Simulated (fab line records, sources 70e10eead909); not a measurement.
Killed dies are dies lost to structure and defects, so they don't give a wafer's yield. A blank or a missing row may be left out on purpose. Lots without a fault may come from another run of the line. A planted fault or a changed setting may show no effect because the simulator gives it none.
Chamber matching | flow nand_harc | NHARC_P_M0_PRE_CLEAN_31 on pecvd-02: 3 sister chambers
The step time 12 s. 20 wafers are shown with their chamber, then 10 later ones without.

WAFERS WITH THEIR CHAMBER
wafer  | chamber | heater_power_w (W) | heater_power_outer_w (W)
L078.3 | 0       | 839                | 441
L078.4 | 0       | 850                | 460
L078.5 | 2       | 635                | 373
L081.2 | 0       | 784                | 405
L081.4 | 1       | 701                | 408
L081.6 | 0       | 775                | 409
L083.2 | 2       | 623                | 379
L083.3 | 1       | 713                | 422
L083.4 | 1       | 724                | 432
L086.4 | 2       | 560                | 312
L086.5 | 1       | 684                | 381
L086.6 | 0       | 755                | 410
L087.3 | 0       | 704                | 357
L087.4 | 1       | 783                | 468
L087.6 | 2       | 619                | 360
L088.2 | 2       | 625                | 381
L088.3 | 1       | 829                | 489
L088.6 | 0       | 796                | 412
L089.2 | 0       | 793                | 427
L089.3 | 2       | 601                | 343

SIGNATURES (means of the wafers above)
reading              | chamber 0 | chamber 1 | chamber 2 | scatter within a chamber
heater_power_w       | 787.00    | 739.00    | 610.50    | 44.7
heater_power_outer_w | 415.12    | 433.33    | 358.00    | 32.3
Rule: a wafer's distance from a chamber is the root of the sum, over the readings, of the square of ((its reading less the chamber's mean) divided by the reading's scatter). The wafer belongs to the nearest chamber; if the next one is less than 2 further off, it can't be placed. The scatter: the root of (the sum of the squares of (reading less its chamber's mean) over the shown wafers, divided by (wafers less chambers)).

WAFERS WITHOUT THEIR CHAMBER
wafer  | heater_power_w (W) | heater_power_outer_w (W)
L089.4 | 781                | 433
L093.1 | 632                | 379
L093.5 | 792                | 469
L093.6 | 770                | 404
L094.1 | 562                | 316
L094.3 | 815                | 419
L094.6 | 789                | 438
L097.1 | 682                | 385
L097.3 | 800                | 417
L097.5 | 801                | 430

WHICH CHAMBER EACH WENT THROUGH
wafer  | from the rows above          | in truth
L089.4 | can't be placed: 0 or 1      | 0
L093.1 | 2                            | 2
L093.5 | can't be placed: 1 or 0      | 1
L093.6 | can't be placed: 0 or 1      | 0
L094.1 | 2                            | 2
L094.3 | can't be placed: 0 or 1      | 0
L094.6 | can't be placed: 0 or 1      | 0
L097.1 | can't be placed: 2 or 1 or 0 | 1
L097.3 | can't be placed: 0 or 1      | 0
L097.5 | can't be placed: 0 or 1      | 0
Placed correctly: 2 of 10. Can't be placed from these rows: 8 (the true chamber is among the candidates in 8). Placed wrongly: 0.
